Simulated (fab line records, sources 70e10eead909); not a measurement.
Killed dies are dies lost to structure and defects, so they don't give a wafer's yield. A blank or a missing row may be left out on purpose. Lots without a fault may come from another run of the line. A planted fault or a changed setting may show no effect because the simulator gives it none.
fab line records | flow nand_harc
record lots=24 wafers=72 last_day=33
route steps=1302 shown P_ZERO_WELL@16 P_STI@84 P_GATE@122
lots that met no fault: from a run of the same line without faults
start_h: hours from the record's first day to the start of the lot's first wafer shown | wait_h: hours since the lot's step before | " the same as in the row above | L1.1+2: a row that stands for several wafers | - no value, or no start given | * or withheld: withheld | < > ~ a bound
route shown NAME@n: a module of which the file shows steps, and the number in the route of the first | usual: mean/standard deviation of fault-free wafers | same: alike in all rows | chamber/n: place in a boat | sites: the reading at each site | _std_site: their standard deviation | _edge_site: outer sites' mean less inner sites' | radius_mm: how far each site lies from the wafer's centre | mask NAME#n: copy n | behind: the tool/chamber that last shaped the wafer | hold: why the lot was held/for how many hours/how that ended | device: the transistor (n, p or np) that didn't switch | end of line: the same wafers' tests at the end of the route | a step without rows: its recipe alone | killed: dies lost to structure and defects at the first sort, not the wafer's yield | map: a wafer's dies, x killed, . not, _ none there
set.NAME: the setting as run; set.NAME@STEP: as run at that earlier step | model.NAME: the simulator's own value behind a step, which no gauge read
steps of the route over a sample of lots; a table a step, a row a wafer
services: from which hour (start_h, from the record's first day; less than 0 if before it) a tool's chamber was out of use, for how many hours, and why
## steps
# step NHARC_P_ZERO_WELL_DESCUM_13
# recipe time_s=3 o2_flow_sccm=200 ar_flow_sccm=0 bias_power_w=0 chemistry=O2
# usual drypump_motor_current_A=5.8/0.41 o2_flow_sccm=200.0/0.6 oes_product_au=1.001/0.01 rf_vpp_V=57.6/0.91 showerhead_plenum_p_Torr=1.89/0.097 throttle_valve_pct=11.312/0.0084
# same bias_power_w=0 time_s=3
# columns lot.wafer tool chamber start_h wait_h drypump_motor_current_A o2_flow_sccm oes_product_au rf_hours_counter_h rf_vpp_V showerhead_plenum_p_Torr throttle_valve_pct
L074.1 rie_diel-12 3 21.31 - 5.6 201.1 1.009 28 57.9 1.99 11.304
L074.3 " 0 " " 6.3 199.3 1.007 30 57.4 1.78 11.314
L074.5 " 1 " " 5.8 200.1 0.996 - 58.8 2.07 11.316
L075.4 rie_diel-12 2 31.46 - 5.3 199.8 1.004 35 56.5 1.91 11.306
L075.2 " 1 " " 5.8 199.2 0.994 36 57.9 2.06 11.304
L075.5 " 2 " " 5.3 199.7 1.009 - 56.9 1.91 11.301
L076.4 rie_diel-01 1 41.44 - 5.6 199.7 1.000 1 58.8 2.03 11.317
L076.6 " 3 " " 5.8 199.3 0.993 - 57.8 1.85 11.315
L076.5 " 0 " " 5.7 198.9 0.995 - 57.8 1.98 11.322
L077.2 rie_diel-04 0 51.41 - 6.6 199.8 1.007 14 57.2 1.80 11.321
L077.3 " 2 " " 5.1 199.8 1.005 13 56.9 1.77 11.305
L077.6 " 3 " " 5.5 199.4 1.001 - 57.2 1.81 11.304
L078.1 rie_diel-04 3 61.41 - 5.5 200.2 0.996 14 56.3 1.81 11.316
L078.3 " 0 " " 6.7 201.5 1.025 16 56.3 1.80 11.320
L078.6 " 3 " " 5.5 199.6 1.000 - 58.6 1.81 11.310
L079.1 rie_diel-04 0 71.40 - 6.6 199.6 1.018 18 55.9 1.80 11.319
L079.4 " 1 " " 5.8 200.9 1.020 19 56.7 1.92 11.314
L079.2 " 3 " " 5.5 198.6 0.990 16 57.2 1.81 11.306
L080.3 rie_diel-04 2 81.36 - 5.1 200.2 0.999 21 58.4 1.77 11.291
L080.5 " 3 " " 5.5 199.9 0.990 - 56.0 1.81 11.311
L080.6 " 0 " " 6.7 200.3 1.018 - 55.6 1.80 11.321
L081.1 rie_diel-04 3 91.40 - 5.5 200.5 0.999 23 57.9 1.81 11.312
L081.4 " 2 " " 5.1 200.5 0.996 24 57.2 1.77 11.324
L081.6 " 3 " " 5.5 201.1 0.998 - 56.2 1.81 11.300
L082.2 rie_diel-12 0 101.50 - 6.3 199.8 1.004 0 56.6 1.78 11.319
L082.1 " 1 " " 5.8 200.1 0.997 0 58.8 2.06 11.308
L082.5 " 1 " " 5.7 201.2 1.003 - 58.2 2.06 11.295
L083.4 rie_diel-04 1 111.39 - 5.8 200.3 1.001 32 58.3 1.92 11.315
L083.1 " 0 " " 6.6 200.7 1.021 32 56.0 1.80 11.309
L083.5 " 2 " " 5.1 200.4 1.001 - 57.3 1.76 11.313
L084.3 rie_diel-01 2 121.53 - 5.9 200.3 0.988 28 57.7 1.92 11.299
L084.1 " 3 " " 5.8 198.8 1.001 27 58.3 1.84 11.312
L084.6 " 1 " " 5.6 200.2 0.993 - 58.9 2.02 11.316
L085.4 rie_diel-04 3 131.29 - 5.5 200.5 0.989 36 57.0 1.81 11.305
L085.1 " 1 " " 5.7 199.7 1.001 36 57.9 1.92 11.316
L085.6 " 3 " " 5.4 199.1 0.980 - 57.6 1.81 11.316
L086.2 rie_diel-04 1 141.39 - 5.8 199.2 1.006 39 57.2 1.92 11.308
L086.4 " 2 " " 5.1 200.4 1.014 39 56.3 1.76 11.305
L086.6 " 2 " " 5.1 200.8 1.016 - 56.5 1.76 11.305
L087.1 rie_diel-12 0 151.48 - 6.3 199.7 0.993 18 58.4 1.77 11.328
L087.4 " 2 " " 5.3 199.8 1.010 18 58.3 1.90 11.329
L087.5 " 1 " " 5.8 199.7 0.999 - 58.3 2.05 11.306
L088.1 rie_diel-12 1 161.41 - 5.8 200.6 0.992 21 58.9 2.05 11.327
L088.4 " 2 " " 5.3 199.7 1.005 22 58.0 1.89 11.304
L088.6 " 0 " " 6.3 199.8 1.002 - 57.4 1.77 11.311
L089.4 rie_diel-12 0 171.46 - 6.3 199.3 1.003 27 57.5 1.77 11.322
L089.1 " 2 " " 5.3 199.8 0.999 26 58.5 1.89 11.302
L089.2 " 3 " " 5.6 200.3 1.009 28 57.7 1.97 11.315
L090.2 rie_diel-01 2 181.41 - 5.9 199.5 0.985 49 56.7 1.92 11.320
L090.3 " 1 " " 5.6 201.1 0.989 48 57.7 2.02 11.323
L090.5 " 3 " " 5.8 200.9 0.994 - 57.7 1.83 11.311
L091.5 rie_diel-12 1 191.43 - 5.8 200.0 0.998 - 58.9 2.05 11.307
L091.4 " 2 " " 5.3 200.9 0.995 - 58.0 1.89 11.320
L091.6 " 3 " " 5.6 201.0 1.005 - 58.2 1.97 11.295
L092.3 rie_diel-01 0 201.41 - 5.7 200.2 1.015 48 57.8 1.96 11.301
L092.2 " 1 " " 5.6 200.5 1.001 52 57.7 2.01 11.312
L092.5 " 2 " " 5.9 199.2 0.989 - 57.2 1.91 11.305
L093.4 rie_diel-04 0 211.41 - 6.6 198.5 1.020 7 57.4 1.79 11.309
L093.1 " 2 " " 5.1 199.8 0.998 6 59.3 2.07 11.311
L093.6 " 3 " " 5.5 200.2 1.009 - 55.9 1.80 11.309
L094.3 rie_diel-12 0 221.40 - 6.3 200.2 0.983 42 57.9 1.76 11.310
L094.2 " 1 " " 5.8 198.3 0.999 45 57.6 2.04 11.331
L094.5 " 1 " " 5.8 199.3 0.981 - 59.6 2.04 11.326
L095.1 rie_diel-01 0 231.40 - 5.7 200.1 1.001 5 58.7 1.96 11.307
L095.3 " 3 " " 5.8 199.4 0.989 4 56.4 1.83 11.303
L095.6 " 1 " " 5.5 199.9 0.992 - 58.6 2.01 11.314
L096.2 rie_diel-01 3 241.48 - 5.8 200.8 1.000 11 56.4 1.83 11.316
L096.5 " 2 " " 5.9 199.3 0.990 - 57.5 1.91 11.310
L096.6 " 3 " " 5.8 200.0 1.000 - 58.2 1.83 11.320
L097.4 rie_diel-01 2 251.41 - 5.9 200.4 0.989 12 57.4 1.91 11.317
L097.1 " 3 " " 5.8 200.3 0.990 14 56.9 1.83 11.310
L097.2 " 0 " " 5.7 200.5 0.995 15 58.1 1.95 11.322
# step NHARC_P_ZERO_WELL_CD_MEAS_24
# recipe target_cd_nm=720 landing_energy_ev=500
# usual cd_nm=719.7/1.8
# columns lot.wafer tool chamber start_h wait_h cd_nm
L074.1 cd_sem-01 0 22.47 - 719.6
L074.3 " 0 " " 720.2
L074.5 " 0 " " 718.7
L075.2 cd_sem-01 0 32.70 - 718.0
L075.4 " 0 " " 719.4
L075.5 " 0 " " 716.9
L076.4 cd_sem-01 0 42.55 - 719.2
L076.5 " 0 " " 719.1
L076.6 " 0 " " 717.5
L077.2 cd_sem-01 0 52.58 - 720.0
L077.3 " 0 " " 723.7
L077.6 " 0 " " 721.0
L078.1 cd_sem-03 0 62.64 - 715.6
L078.3 " 0 " " 717.8
L078.6 " 0 " " 719.7
L079.1 cd_sem-02 0 72.47 - 718.6
L079.2 " 0 " " 719.5
L079.4 " 0 " " 722.7
L080.3 cd_sem-02 0 82.39 - 721.8
L080.5 " 0 " " 719.8
L080.6 " 0 " " 718.7
L081.1 cd_sem-01 0 92.46 - 721.6
L081.4 " 0 " " 720.9
L081.6 " 0 " " 720.5
L082.1 cd_sem-03 0 102.69 - 718.7
L082.2 " 0 " " 718.2
L082.5 " 0 " " 718.9
L083.1 cd_sem-02 0 112.58 - 718.7
L083.4 " 0 " " 718.8
L083.5 " 0 " " 720.6
L084.1 cd_sem-03 0 122.71 - 719.9
L084.3 " 0 " " 722.4
L084.6 " 0 " " 722.3
L085.1 cd_sem-02 0 132.52 - 721.5
L085.4 " 0 " " 721.8
L085.6 " 0 " " 720.4
L086.2 cd_sem-01 0 142.60 - 716.6
L086.4 " 0 " " 720.1
L086.6 " 0 " " 717.4
L087.1 cd_sem-03 0 152.65 - 718.1
L087.4 " 0 " " 720.3
L087.5 " 0 " " 720.8
L088.1 cd_sem-01 0 162.61 - 720.3
L088.4 " 0 " " 720.8
L088.6 " 0 " " 718.8
L089.1 cd_sem-01 0 172.69 - 720.1
L089.2 " 0 " " 720.1
L089.4 " 0 " " 720.8
L090.2 cd_sem-01 0 182.74 - 720.4
L090.3 " 0 " " 722.4
L090.5 " 0 " " 723.7
L091.4 cd_sem-03 0 192.62 - 717.2
L091.5 " 0 " " 716.9
L091.6 " 0 " " 716.8
L092.2 cd_sem-02 0 202.59 - 717.5
L092.3 " 0 " " 717.6
L092.5 " 0 " " 718.8
L093.1 cd_sem-03 0 212.75 - 719.2
L093.4 " 0 " " 719.9
L093.6 " 0 " " 719.4
L094.2 cd_sem-03 0 222.59 - 717.0
L094.3 " 0 " " 716.0
L094.5 " 0 " " 718.9
L095.1 cd_sem-02 0 232.60 - 723.2
L095.3 " 0 " " 721.7
L095.6 " 0 " " 723.7
L096.2 cd_sem-03 0 243.07 - 721.9
L096.5 " 0 " " 718.6
L096.6 " 0 " " 719.0
L097.1 cd_sem-01 0 252.47 - 718.9
L097.2 " 0 " " 719.0
L097.4 " 0 " " 719.7
# step NHARC_P_STI_OVL_MEAS_10
# usual overlay_x_nm=0/5.6 overlay_y_nm=1/4.7
# columns lot.wafer tool chamber start_h wait_h overlay_x_nm overlay_y_nm
L074.1 overlay-01 - 42.76 - -1 4
L074.3 " - " " -1 4
L074.5 " - " " -1 4
L075.2 overlay-01 - 55.09 - 3 7
L075.4 " - " " 4 6
L075.5 " - " " 3 7
L076.4 overlay-02 - 62.49 - -4 7
L076.5 " - " " -4 7
L076.6 " - " " -5 8
L077.2 overlay-02 - 72.64 - -4 2
L077.3 " - " " -4 2
L077.6 " - " " -4 2
L078.1 overlay-02 - 84.28 - -5 -5
L078.3 " - " " -5 -6
L078.6 " - " " -4 -6
L079.1 overlay-02 - 96.97 - -8 -5
L079.2 " - " " -7 -5
L079.4 " - " " -7 -5
L080.3 overlay-02 - 106.27 - 14 5
L080.5 " - " " 13 4
L080.6 " - " " 13 5
L081.1 overlay-01 - 112.29 - 4 8
L081.4 " - " " 4 8
L081.6 " - " " 3 8
L082.1 overlay-01 - 123.83 - 7 2
L082.2 " - " " 7 2
L082.5 " - " " 7 2
L083.1 overlay-01 - 134.64 - -12 -10
L083.4 " - " " -12 -10
L083.5 " - " " -12 -9
L084.1 overlay-01 - 146.83 - -6 5
L084.3 " - " " -6 4
L084.6 " - " " -5 5
L085.1 overlay-01 - 158.66 - 2 -1
L085.4 " - " " 2 -1
L085.6 " - " " 2 -1
L086.2 overlay-02 - 164.39 - 5 2
L086.4 " - " " 5 2
L086.6 " - " " 5 3
L087.1 overlay-01 - 172.89 - -5 2
L087.4 " - " " -5 3
L087.5 " - " " -6 2
L088.1 overlay-01 - 186.24 - -1 0
L088.4 " - " " -1 0
L088.6 " - " " -1 0
L089.1 overlay-01 - 193.57 - 1 -2
L089.2 " - " " 1 -1
L089.4 " - " " 1 -2
L090.2 overlay-01 - 202.45 - -7 3
L090.3 " - " " -6 3
L090.5 " - " " -6 3
L091.4 overlay-02 - 212.75 - -1 9
L091.5 " - " " -1 8
L091.6 " - " " -1 7
L092.2 overlay-01 - 222.99 - 7 2
L092.3 " - " " 6 2
L092.5 " - " " 7 2
L093.1 overlay-01 - 233.30 - 7 -9
L093.4 " - " " 7 -9
L093.6 " - " " 7 -9
L094.2 overlay-01 - 243.02 - 1 -2
L094.3 " - " " 1 -2
L094.5 " - " " 1 -2
L095.1 overlay-02 - 253.95 - -2 3
L095.3 " - " " -2 2
L095.6 " - " " -2 2
L096.2 overlay-01 - 262.80 - 0 1
L096.5 " - " " 0 0
L096.6 " - " " 0 1
L097.1 overlay-01 - 273.93 - 2 2
L097.2 " - " " 2 2
L097.4 " - " " 2 1
# step NHARC_P_GATE_CD_MEAS_11
# recipe target_cd_nm=1640 landing_energy_ev=500
# usual cd_nm=1640.1/1.3
# columns lot.wafer tool chamber start_h wait_h cd_nm
L074.1 cd_sem-02 0 77.74 - 1642.6
L074.3 " 0 " " 1640.9
L074.5 " 0 " " 1640.3
L075.2 cd_sem-01 0 94.47 - 1639.7
L075.4 " 0 " " 1641.5
L075.5 " 0 " " 1641.6
L076.4 cd_sem-02 0 98.03 - 1640.8
L076.5 " 0 " " 1639.8
L076.6 " 0 " " 1638.4
L077.2 cd_sem-01 0 112.14 - 1638.8
L077.3 " 0 " " 1637.2
L077.6 " 0 " " 1639.3
L078.1 cd_sem-02 0 127.57 - 1641.6
L078.3 " 0 " " 1640.3
L078.6 " 0 " " 1640.2
L079.1 cd_sem-02 0 140.16 - 1639.3
L079.2 " 0 " " 1639.9
L079.4 " 0 " " 1639.3
L080.3 cd_sem-03 0 140.33 - 1641.7
L080.5 " 0 " " 1640.0
L080.6 " 0 " " 1639.6
L081.1 cd_sem-01 0 150.95 - 1640.6
L081.4 " 0 " " 1641.2
L081.6 " 0 " " 1638.9
L082.1 cd_sem-02 0 168.81 - 1640.2
L082.2 " 0 " " 1640.3
L082.5 " 0 " " 1638.9
L083.1 cd_sem-01 0 173.92 - 1641.0
L083.4 " 0 " " 1640.6
L083.5 " 0 " " 1641.4
L084.1 cd_sem-01 0 185.90 - 1642.6
L084.3 " 0 " " 1639.8
L084.6 " 0 " " 1640.3
L085.1 cd_sem-02 0 199.56 - 1638.3
L085.4 " 0 " " 1639.2
L085.6 " 0 " " 1639.7
L086.2 cd_sem-03 0 199.72 - 1638.5
L086.4 " 0 " " 1639.1
L086.6 " 0 " " 1639.4
L087.1 cd_sem-03 0 207.12 - 1642.5
L087.4 " 0 " " 1638.2
L087.5 " 0 " " 1640.4
L089.1 cd_sem-02 0 225.94 - 1637.9
L089.2 " 0 " " 1638.1
L089.4 " 0 " " 1642.1
L088.1 cd_sem-01 0 226.11 - 1640.0
L088.4 " 0 " " 1639.7
L088.6 " 0 " " 1640.5
L090.2 cd_sem-03 0 238.38 - 1640.9
L090.3 " 0 " " 1639.2
L090.5 " 0 " " 1639.2
L091.4 cd_sem-02 0 250.50 - 1639.5
L091.5 " 0 " " 1641.4
L091.6 " 0 " " 1641.1
L092.2 cd_sem-02 0 263.26 - 1640.0
L092.3 " 0 " " 1639.8
L092.5 " 0 " " 1642.2
L093.1 cd_sem-01 0 269.48 - 1639.8
L093.4 " 0 " " 1639.8
L093.6 " 0 " " 1640.8
L094.2 cd_sem-01 0 283.82 - 1640.7
L094.3 " 0 " " 1639.8
L094.5 " 0 " " 1642.3
L095.1 cd_sem-03 0 287.52 - 1640.4
L095.3 " 0 " " 1640.5
L095.6 " 0 " " 1640.4
L096.2 cd_sem-01 0 298.85 - 1641.9
L096.5 " 0 " " 1640.3
L096.6 " 0 " " 1639.7
L097.1 cd_sem-03 0 310.09 - 1642.2
L097.2 " 0 " " 1641.5
L097.4 " 0 " " 1641.4
# step NHARC_P_GATE_CD_MEAS_33
# usual cd_nm=119.9/2.3
# columns lot.wafer tool chamber start_h wait_h cd_nm
L074.1 cd_sem-03 - 93.74 - 121.1
L074.3 " - " " 120.7
L074.5 " - " " 121.7
L075.2 cd_sem-02 - 109.39 - 118.3
L075.4 " - " " 117.1
L075.5 " - " " 120.7
L076.4 cd_sem-02 - 113.22 0.1 117.5
L076.5 " - " " 121.0
L076.6 " - " " 120.5
L077.2 cd_sem-02 - 127.14 - 118.4
L077.3 " - " " 120.2
L077.6 " - " " 120.1
L078.1 cd_sem-03 - 142.84 - 117.9
L078.3 " - " " 117.3
L078.6 " - " " 120.0
L080.3 cd_sem-01 - 155.12 - 118.8
L080.5 " - " " 118.9
L080.6 " - " " 121.0
L079.1 cd_sem-02 - 155.38 - 116.5
L079.2 " - " " 121.7
L079.4 " - " " 116.5
L081.1 cd_sem-02 - 166.68 - 120.5
L081.4 " - " " 118.2
L081.6 " - " " 115.6
L082.1 cd_sem-01 - 183.92 - 123.7
L082.2 " - " " 121.4
L082.5 " - " " 121.6
L083.1 cd_sem-01 - 190.86 - 119.8
L083.4 " - " " 123.3
L083.5 " - " " 121.2
L084.1 cd_sem-03 - 202.53 0.2 121.1
L084.3 " - " " 121.5
L084.6 " - " " 115.7
L085.1 cd_sem-02 - 220.30 - 118.8
L085.4 " - " " 118.6
L085.6 " - " " 118.2
L086.2 cd_sem-03 - 220.94 - 121.1
L086.4 " - " " 120.9
L086.6 " - " " 122.1
L087.1 cd_sem-02 - 224.46 - 122.2
L087.4 " - " " 117.7
L087.5 " - " " 120.0
L089.1 cd_sem-03 - 243.58 - 123.3
L089.2 " - " " 119.2
L089.4 " - " " 119.2
L088.1 cd_sem-01 - 243.86 - 114.7
L088.4 " - " " 116.9
L088.6 " - " " 120.9
L090.2 cd_sem-03 - 258.63 - 117.6
L090.3 " - " " 116.8
L090.5 " - " " 118.9
L091.4 cd_sem-02 - 267.38 - 121.1
L091.5 " - " " 115.8
L091.6 " - " " 118.4
L092.2 cd_sem-01 - 279.39 - 115.9
L092.3 " - " " 123.0
L092.5 " - " " 121.1
L093.1 cd_sem-03 - 284.41 - 123.2
L093.4 " - " " 119.4
L093.6 " - " " 118.5
L094.2 cd_sem-02 - 301.63 - 125.5
L094.3 " - " " 123.6
L094.5 " - " " 124.8
L095.1 cd_sem-02 - 301.79 - 120.6
L095.3 " - " " 121.8
L095.6 " - " " 123.6
L096.2 cd_sem-01 - 317.42 - 117.6
L096.5 " - " " 117.4
L096.6 " - " " 118.8
L097.1 cd_sem-03 - 325.01 - 122.0
L097.2 " - " " 115.1
L097.4 " - " " 120.9
# step NHARC_P_GATE_STRIP_95
# recipe power_w=1500 temp_c=250 chemistry=O2
# usual drypump_motor_current_A=5.7/0.36 heater_power_w=349/43
# columns lot.wafer tool chamber start_h wait_h drypump_motor_current_A heater_power_w rf_hours_counter_h
L074.1 plasma_asher-01 1 109.54 0.6 5.0 347 26
L074.3 " 0 " " 6.0 396 -
L074.5 " 0 " " 6.0 417 -
L075.2 plasma_asher-02 0 124.73 0.5 5.8 353 9
L075.4 " 0 " " 5.8 352 -
L075.5 " 0 " " 5.9 345 -
L076.4 plasma_asher-02 1 129.06 0.3 5.8 303 -
L076.6 " 0 " " 5.9 343 -
L076.5 " 1 " " 5.7 298 -
L077.2 plasma_asher-02 1 142.75 0.5 5.7 308 12
L077.3 " 0 " " 5.8 355 -
L077.6 " 1 " " 5.7 304 -
L078.1 plasma_asher-01 0 158.49 0.5 6.0 396 33
L078.3 " 0 " " 6.0 407 -
L078.6 " 0 " " 6.0 400 -
L080.3 plasma_asher-02 0 170.95 0.4 5.9 351 -
L080.6 " 0 " " 5.9 350 -
L080.5 " 1 " " 5.7 301 -
L079.2 plasma_asher-02 0 171.72 0.6 5.9 350 22
L079.1 " 1 " " 5.7 301 22
L079.4 " 0 " " 5.9 355 -
L081.1 plasma_asher-02 1 182.30 0.6 5.7 307 24
L081.4 " 1 " " 5.8 303 -
L081.6 " 0 " " 5.9 352 -
L082.1 plasma_asher-01 1 199.58 0.6 5.0 365 4
L082.2 " 0 " " 6.0 423 4
L082.5 " 0 " " 6.0 429 -
L083.1 plasma_asher-02 1 206.50 0.6 5.7 304 28
L083.4 " 0 " " 5.9 351 -
L083.5 " 1 " " 5.7 309 -
L084.1 plasma_asher-01 1 218.13 0.5 5.0 360 7
L084.3 " 1 " " 5.0 362 -
L084.6 " 0 " " 6.0 425 -
L085.1 plasma_asher-02 1 235.73 0.5 5.7 306 34
L085.4 " 1 " " 5.7 301 -
L085.6 " 0 " " 5.9 349 -
L086.2 plasma_asher-01 1 236.46 0.5 4.9 352 12
L086.4 " 0 " " 6.0 426 -
L086.6 " 0 " " 6.0 420 -
L087.1 plasma_asher-02 1 241.91 0.6 5.7 303 37
L087.4 " 1 " " 5.8 312 -
L087.5 " 1 " " 5.7 300 -
L089.2 plasma_asher-02 1 259.28 0.6 5.7 296 1
L089.1 " 0 " " 5.9 368 1
L089.4 " 1 " " 5.7 290 -
L088.1 plasma_asher-02 1 261.79 0.5 5.8 292 1
L088.4 " 1 " " 5.7 290 -
L088.6 " 1 " " 5.7 280 -
L090.2 plasma_asher-02 1 276.27 0.5 5.7 288 4
L090.3 " 1 " " 5.7 293 -
L090.5 " 1 " " 5.7 285 -
L091.4 plasma_asher-02 1 283.06 0.3 5.7 290 -
L091.6 " 0 " " 5.9 357 -
L091.5 " 1 " " 5.7 286 -
L092.2 plasma_asher-01 0 295.14 0.6 6.0 427 24
L092.3 " 0 " " 6.0 421 -
L092.5 " 1 " " 5.0 361 -
L093.1 plasma_asher-01 1 299.98 0.6 5.0 354 25
L093.4 " 0 " " 6.0 428 -
L093.6 " 0 " " 6.1 437 -
L094.2 plasma_asher-01 1 317.40 0.6 5.0 358 27
L094.3 " 1 " " 5.0 351 -
L094.5 " 1 " " 5.0 361 -
L095.1 plasma_asher-02 0 317.60 0.6 5.9 364 12
L095.3 " 0 " " 5.9 361 -
L095.6 " 0 " " 5.9 354 -
L096.2 plasma_asher-02 0 333.07 0.6 5.9 359 16
L096.5 " 0 " " 5.9 358 -
L096.6 " 1 " " 5.7 285 -
L097.2 plasma_asher-01 1 340.73 0.6 5.0 356 33
L097.1 " 0 " " 6.0 428 33
L097.4 " 0 " " 6.0 427 -
## services
# columns tool chamber start_h hours kind
rie_diel-04 - 2.73 9.0 pm
rie_diel-01 - 29.99 9.0 pm
rie_diel-12 3 44.87 4.6 repair
rie_diel-01 2 50.38 2.5 repair
rie_diel-04 3 56.13 2.2 repair
plasma_asher-02 - 72.03 9.0 pm
plasma_asher-02 0 72.03 9.0 vent_cycle
plasma_asher-02 1 72.03 9.0 vent_cycle
rie_diel-12 0 78.01 10.1 repair
plasma_asher-02 0 81.03 - clean
plasma_asher-02 1 81.03 - clean
rie_diel-12 - 91.52 9.0 pm
rie_diel-01 - 148.08 0.7 repair
plasma_asher-01 - 165.00 9.0 pm
rie_diel-12 0 180.17 12.2 repair
rie_diel-04 - 181.78 9.0 pm
rie_diel-01 - 206.99 9.0 pm
rie_diel-12 - 236.59 7.4 repair
rie_diel-04 2 241.91 2.1 repair
rie_diel-04 - 246.90 0.6 repair
plasma_asher-02 - 249.03 9.0 pm
rie_diel-04 2 252.16 2.6 repair
rie_diel-12 - 269.86 9.0 pm
rie_diel-01 0 276.17 4.3 repair
## key
fault none
